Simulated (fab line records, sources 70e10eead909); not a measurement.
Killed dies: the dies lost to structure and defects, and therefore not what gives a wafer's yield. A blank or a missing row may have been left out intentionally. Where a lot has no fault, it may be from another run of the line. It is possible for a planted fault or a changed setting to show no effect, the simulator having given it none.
What tool caused it? :: flow nand-harc :: 14 lots, 42 wafers sampled, at 5 steps of a route of 1302

WHAT THE GAUGES SHOWED, per wafer
NHARC_A_CHANNEL_FILL_D1_INSPECT_13. Usual: raw-defect-count at 290, with a standard deviation of 110.
lot: L323
measured: day 10 22:16
on: defect-inspect-01
raw-defect-count: 275 428 107
flag: 

lot: L324
measured: day 11 11:55
on: defect-inspect-02
raw-defect-count: 353 474 579
flag: 

lot: L326
measured: day 12 02:52
on: defect-inspect-02
raw-defect-count: 250 255 236
flag: 

lot: L327
measured: day 12 16:34
on: defect-inspect-02
raw-defect-count: 574 430 362
flag: 

lot: L328
measured: day 12 16:35
on: defect-inspect-02
raw-defect-count: 182 199 187
flag: 

lot: L329
measured: day 13 03:55
on: defect-inspect-01
raw-defect-count: 212 393 300
flag: 

lot: L330
measured: day 14 06:45
on: defect-inspect-02
raw-defect-count: 246 238 361
flag: 

lot: L331
measured: day 14 06:45
on: defect-inspect-01
raw-defect-count: 310 246 384
flag: 

lot: L332
measured: day 14 15:31
on: defect-inspect-02
raw-defect-count: 306 209 410
flag: 

lot: L333
measured: day 14 23:08
on: defect-inspect-02
raw-defect-count: 296 268 241
flag: 

lot: L334
measured: day 15 11:43
on: defect-inspect-02
raw-defect-count: 269 166 184
flag: 

lot: L338
measured: day 16 17:22
on: defect-inspect-02
raw-defect-count: 405 266 242
flag: 

lot: L336
measured: day 17 00:09
on: defect-inspect-02
raw-defect-count: 170 408 264
flag: 

lot: L346
measured: day 20 01:20
on: defect-inspect-02
raw-defect-count: 393 398 534
flag: 

NHARC_A_DECK1_JOINT_INSPECT_05. Usual: raw-defect-count at 295, with a standard deviation of 120.
lot: L323
measured: day 12 11:55
on: defect-inspect-02
raw-defect-count: 263 177 232
flag: 

lot: L324
measured: day 12 18:53
on: defect-inspect-01
raw-defect-count: 236 343 269
flag: 

lot: L326
measured: day 13 16:44
on: defect-inspect-02
raw-defect-count: 319 230 358
flag: 

lot: L327
measured: day 14 06:47
on: defect-inspect-01
raw-defect-count: 331 436 390
flag: 

lot: L328
measured: day 14 06:47
on: defect-inspect-02
raw-defect-count: 710 261 433
flag: 

lot: L329
measured: day 14 19:17
on: defect-inspect-02
raw-defect-count: 306 469 412
flag: 

lot: L330
measured: day 15 17:30
on: defect-inspect-02
raw-defect-count: 385 348 255
flag: 

lot: L331
measured: day 15 17:27
on: defect-inspect-02
raw-defect-count: 216 254 152
flag: 

lot: L332
measured: day 16 03:21
on: defect-inspect-02
raw-defect-count: 507 237 403
flag: 

lot: L333
measured: day 16 09:58
on: defect-inspect-01
raw-defect-count: 429 516 575
flag: 

lot: L334
measured: day 16 22:13
on: defect-inspect-02
raw-defect-count: 624 361 566
flag: 

lot: L338
measured: day 18 07:24
on: defect-inspect-02
raw-defect-count: 359 488 364
flag: 

lot: L336
measured: day 18 13:04
on: defect-inspect-02
raw-defect-count: 200 303 310
flag: 

lot: L346
measured: day 21 08:53
on: defect-inspect-02
raw-defect-count: 196 201 169
flag: 

NHARC_A_ONON_D2_THK_MEAS_05: measures by ellipsometry. Usual: thk-nm at 1000 nm, with a standard deviation of 11.
lot: L323
measured: day 12 13:04
on: film-metro-02
thk-nm (nm): 1014 1014 1014
flag: 

lot: L324
measured: day 12 20:02
on: film-metro-02
thk-nm (nm): 993 993 994
flag: 

lot: L326
measured: day 13 17:53
on: film-metro-02
thk-nm (nm): 991 991 992
flag: 

lot: L327
measured: day 14 07:56
on: film-metro-02
thk-nm (nm): 981 980 981
flag: 

lot: L328
measured: day 14 07:56
on: film-metro-01
thk-nm (nm): 1014 1014 1015
flag: 

lot: L329
measured: day 14 20:25
on: film-metro-01
thk-nm (nm): 1014 1012 1014
flag: 

lot: L330
measured: day 15 18:39
on: film-metro-01
thk-nm (nm): 988 990 989
flag: 

lot: L331
measured: day 15 18:35
on: film-metro-02
thk-nm (nm): 989 989 988
flag: 

lot: L332
measured: day 16 04:30
on: film-metro-02
thk-nm (nm): 998 998 997
flag: 

lot: L333
measured: day 16 11:07
on: film-metro-01
thk-nm (nm): 993 995 993
flag: 

lot: L334
measured: day 16 23:21
on: film-metro-01
thk-nm (nm): 999 999 997
flag: 

lot: L338
measured: day 18 08:33
on: film-metro-01
thk-nm (nm): 1002 1003 1003
flag: 

lot: L336
measured: day 18 14:12
on: film-metro-02
thk-nm (nm): 1006 1007 1009
flag: 

lot: L346
measured: day 21 10:02
on: film-metro-02
thk-nm (nm): 1011 1009 1010
flag: 

NHARC_A_ONON_D2_THK_MEAS_21: measures by ellipsometry. Usual: thk-nm at 1003 nm, with a standard deviation of 11.
lot: L323
measured: day 12 22:41
on: film-metro-02
thk-nm (nm): 1013 1011 1012
flag: 

lot: L324
measured: day 13 06:15
on: film-metro-01
thk-nm (nm): 987 986 987
flag: 

lot: L326
measured: day 14 04:01
on: film-metro-01
thk-nm (nm): 999 1001 1001
flag: 

lot: L327
measured: day 14 18:23
on: film-metro-02
thk-nm (nm): 983 986 986
flag: 

lot: L328
measured: day 14 18:22
on: film-metro-01
thk-nm (nm): 1008 1008 1007
flag: 

lot: L329
measured: day 15 06:44
on: film-metro-01
thk-nm (nm): 1009 1008 1010
flag: 

lot: L330
measured: day 16 04:16
on: film-metro-02
thk-nm (nm): 1015 1014 1016
flag: 

lot: L331
measured: day 16 04:16
on: film-metro-02
thk-nm (nm): 991 992 991
flag: 

lot: L332
measured: day 16 17:58
on: film-metro-01
thk-nm (nm): 1018 1019 1019
flag: 

lot: L333
measured: day 16 17:59
on: film-metro-01
thk-nm (nm): 989 987 987
flag: 

lot: L334
measured: day 17 09:19
on: film-metro-02
thk-nm (nm): 1009 1009 1010
flag: 

lot: L338
measured: day 18 18:11
on: film-metro-01
thk-nm (nm): 1534 1535 1534 1535 1537 1535
flag: OFF

lot: L336
measured: day 19 01:35
on: film-metro-01
thk-nm (nm): 1544 1546 1543 1542 1546 1545
flag: OFF

lot: L346
measured: day 21 20:16
on: film-metro-02
thk-nm (nm): 1006 1006 1006
flag: 

WHAT TOOL EACH LOT RAN ON (gives the tool, then ch and the chambers of the sampled wafers, and finally the start)
lot: L323
NHARC_A_ONON_D2_DEP_19: pecvd-onon-03 ch 0, day 12 22:14

lot: L324
NHARC_A_ONON_D2_DEP_19: pecvd-onon-03 ch 0, day 13 05:44

lot: L326
NHARC_A_ONON_D2_DEP_19: pecvd-onon-02 ch 0, day 14 03:31

lot: L327
NHARC_A_ONON_D2_DEP_19: pecvd-onon-04 ch 0, day 14 17:52

lot: L328
NHARC_A_ONON_D2_DEP_19: pecvd-onon-02 ch 0, day 14 17:59

lot: L329
NHARC_A_ONON_D2_DEP_19: pecvd-onon-02 ch 0, day 15 06:16

lot: L330
NHARC_A_ONON_D2_DEP_19: pecvd-onon-02 ch 0, day 16 03:45

lot: L331
NHARC_A_ONON_D2_DEP_19: pecvd-onon-03 ch 0, day 16 03:45

lot: L332
NHARC_A_ONON_D2_DEP_19: pecvd-onon-04 ch 0, day 16 17:31

lot: L333
NHARC_A_ONON_D2_DEP_19: pecvd-onon-03 ch 0, day 16 17:28

lot: L334
NHARC_A_ONON_D2_DEP_19: pecvd-onon-02 ch 0, day 17 08:59

lot: L338
NHARC_A_ONON_D2_DEP_19: pecvd-onon-02 ch 0, day 18 17:47

lot: L336
NHARC_A_ONON_D2_DEP_19: pecvd-onon-02 ch 0, day 19 01:05

lot: L346
NHARC_A_ONON_D2_DEP_19: pecvd-onon-03 ch 0, day 21 19:49
- NHARC_A_ONON_D2_DEP_19: target thk 1000 nm.

AS READ BY THE TOOLS THEMSELVES (means over the sampled wafers that have a number; for cases with no such wafer, the mark the record gives instead)
The record holds no such reading with a usual standard deviation.

THE ANSWER, worked out from the rows above alone
Rule: a lot is off if the mean of its wafers that have a number lies more than 3 standard deviations from the usual mean. A lot without any number at a reading at which 4 lots or more have one is off too. Any other lot the step has rows for is counted as sound. After the gauges, taken in route order, come the tools' own readings; for these a lot's mean is taken, as printed above. The first step at which some lot is off is used, and at that step the reading that is off furthest; a lot without a number counts as furthest.
Off: L338, L336, at NHARC_A_ONON_D2_THK_MEAS_21 (thk-nm).
If a tool, at a process step before that reading, ran all the lots that are off and no sound lot after the first of them, it fits. Gauges at NHARC_A_ONON_D2_THK_MEAS_21: tried the same way as those tools. Can't be told from this: 2 tools fit, pecvd-onon-02 at NHARC_A_ONON_D2_DEP_19, film-metro-01 at NHARC_A_ONON_D2_THK_MEAS_21.

WHAT WAS PUT IN BY THE SIMULATOR
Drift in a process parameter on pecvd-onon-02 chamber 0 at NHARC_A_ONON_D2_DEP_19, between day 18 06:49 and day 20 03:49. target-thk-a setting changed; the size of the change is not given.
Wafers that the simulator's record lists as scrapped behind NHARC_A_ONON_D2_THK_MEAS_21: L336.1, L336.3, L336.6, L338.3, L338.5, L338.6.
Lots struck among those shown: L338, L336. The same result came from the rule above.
